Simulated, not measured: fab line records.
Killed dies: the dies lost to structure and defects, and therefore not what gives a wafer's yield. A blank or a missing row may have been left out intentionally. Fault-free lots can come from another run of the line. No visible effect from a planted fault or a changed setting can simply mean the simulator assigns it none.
Chamber matching / flow n5 finfet / 3 sister chambers for N5_BEOL_M5_CO_CAP_78 on cvd co-02
The step material Co, precursor CCTBA/H2, target thk 2 nm, time 102.1 s. 27 wafers are shown with their chamber, then 12 later ones without.

== WAFERS, EACH WITH ITS CHAMBER ==
wafer=L074.1; chamber=1; heater power w (W)=233; susceptor temp C (C)=199.98
wafer=L074.2; chamber=2; heater power w (W)=218; susceptor temp C (C)=200.18
wafer=L074.5; chamber=1; heater power w (W)=230; susceptor temp C (C)=200.08
wafer=L075.3; chamber=0; heater power w (W)=270; susceptor temp C (C)=200.28
wafer=L075.4; chamber=2; heater power w (W)=219; susceptor temp C (C)=199.95
wafer=L075.5; chamber=0; heater power w (W)=268; susceptor temp C (C)=199.95
wafer=L076.1; chamber=2; heater power w (W)=219; susceptor temp C (C)=199.96
wafer=L076.2; chamber=0; heater power w (W)=271; susceptor temp C (C)=200.03
wafer=L076.3; chamber=1; heater power w (W)=232; susceptor temp C (C)=199.96
wafer=L079.2; chamber=1; heater power w (W)=227; susceptor temp C (C)=199.95
wafer=L079.3; chamber=2; heater power w (W)=219; susceptor temp C (C)=199.80
wafer=L079.4; chamber=0; heater power w (W)=262; susceptor temp C (C)=200.12
wafer=L078.1; chamber=1; heater power w (W)=231; susceptor temp C (C)=200.23
wafer=L078.3; chamber=2; heater power w (W)=222; susceptor temp C (C)=200.12
wafer=L078.4; chamber=0; heater power w (W)=269; susceptor temp C (C)=199.99
wafer=L080.2; chamber=1; heater power w (W)=234; susceptor temp C (C)=200.03
wafer=L080.3; chamber=2; heater power w (W)=219; susceptor temp C (C)=200.27
wafer=L080.4; chamber=0; heater power w (W)=266; susceptor temp C (C)=199.97
wafer=L081.1; chamber=2; heater power w (W)=219; susceptor temp C (C)=200.07
wafer=L081.3; chamber=0; heater power w (W)=268; susceptor temp C (C)=200.14
wafer=L081.6; chamber=0; heater power w (W)=265; susceptor temp C (C)=200.08
wafer=L082.1; chamber=1; heater power w (W)=230; susceptor temp C (C)=200.27
wafer=L082.3; chamber=2; heater power w (W)=214; susceptor temp C (C)=199.87
wafer=L082.4; chamber=0; heater power w (W)=264; susceptor temp C (C)=199.89
wafer=L088.1; chamber=1; heater power w (W)=231; susceptor temp C (C)=199.86
wafer=L088.2; chamber=2; heater power w (W)=216; susceptor temp C (C)=200.03
wafer=L088.5; chamber=0; heater power w (W)=273; susceptor temp C (C)=200.13

SIGNATURES (means of the wafers above)
reading=heater power w; chamber 0=267.60; chamber 1=231.00; chamber 2=218.33; scatter within a chamber=2.7
reading=susceptor temp C; chamber 0=200.0580; chamber 1=200.0450; chamber 2=200.0278; scatter within a chamber=0.135
Rule: for each reading, subtract the chamber's mean from the wafer's reading, divide by that reading's scatter and square the result; add these up over the readings and take the root, which gives the wafer's distance from the chamber. The wafer belongs to the nearest chamber; if the next one is less than 2 further off, it can't be placed. The scatter: the root of (the sum of the squares of (reading less its chamber's mean) over the shown wafers, divided by (wafers less chambers)).

== WAFERS MISSING THEIR CHAMBER ==
wafer=L090.4; heater power w (W)=268; susceptor temp C (C)=200.07
wafer=L090.5; heater power w (W)=223; susceptor temp C (C)=199.92
wafer=L090.6; heater power w (W)=239; susceptor temp C (C)=200.12
wafer=L094.2; heater power w (W)=271; susceptor temp C (C)=199.87
wafer=L094.3; heater power w (W)=223; susceptor temp C (C)=200.17
wafer=L094.4; heater power w (W)=269; susceptor temp C (C)=199.78
wafer=L093.1; heater power w (W)=264; susceptor temp C (C)=200.07
wafer=L093.4; heater power w (W)=272; susceptor temp C (C)=200.11
wafer=L093.5; heater power w (W)=236; susceptor temp C (C)=199.89
wafer=L097.2; heater power w (W)=222; susceptor temp C (C)=200.05
wafer=L097.4; heater power w (W)=213; susceptor temp C (C)=200.17
wafer=L097.5; heater power w (W)=226; susceptor temp C (C)=199.99

== WHICH CHAMBER EACH WENT THROUGH ==
wafer=L090.4; from the rows above=0; in truth=0
wafer=L090.5; from the rows above=can't be placed: 2 or 1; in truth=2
wafer=L090.6; from the rows above=1; in truth=1
wafer=L094.2; from the rows above=0; in truth=0
wafer=L094.3; from the rows above=can't be placed: 2 or 1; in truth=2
wafer=L094.4; from the rows above=0; in truth=0
wafer=L093.1; from the rows above=0; in truth=0
wafer=L093.4; from the rows above=0; in truth=0
wafer=L093.5; from the rows above=1; in truth=1
wafer=L097.2; from the rows above=can't be placed: 2 or 1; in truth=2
wafer=L097.4; from the rows above=2; in truth=2
wafer=L097.5; from the rows above=can't be placed: 1 or 2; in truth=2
8 of 12 placed correctly. These rows do not allow placing 4 (true chamber among the candidates in 4). 0 placed wrongly.
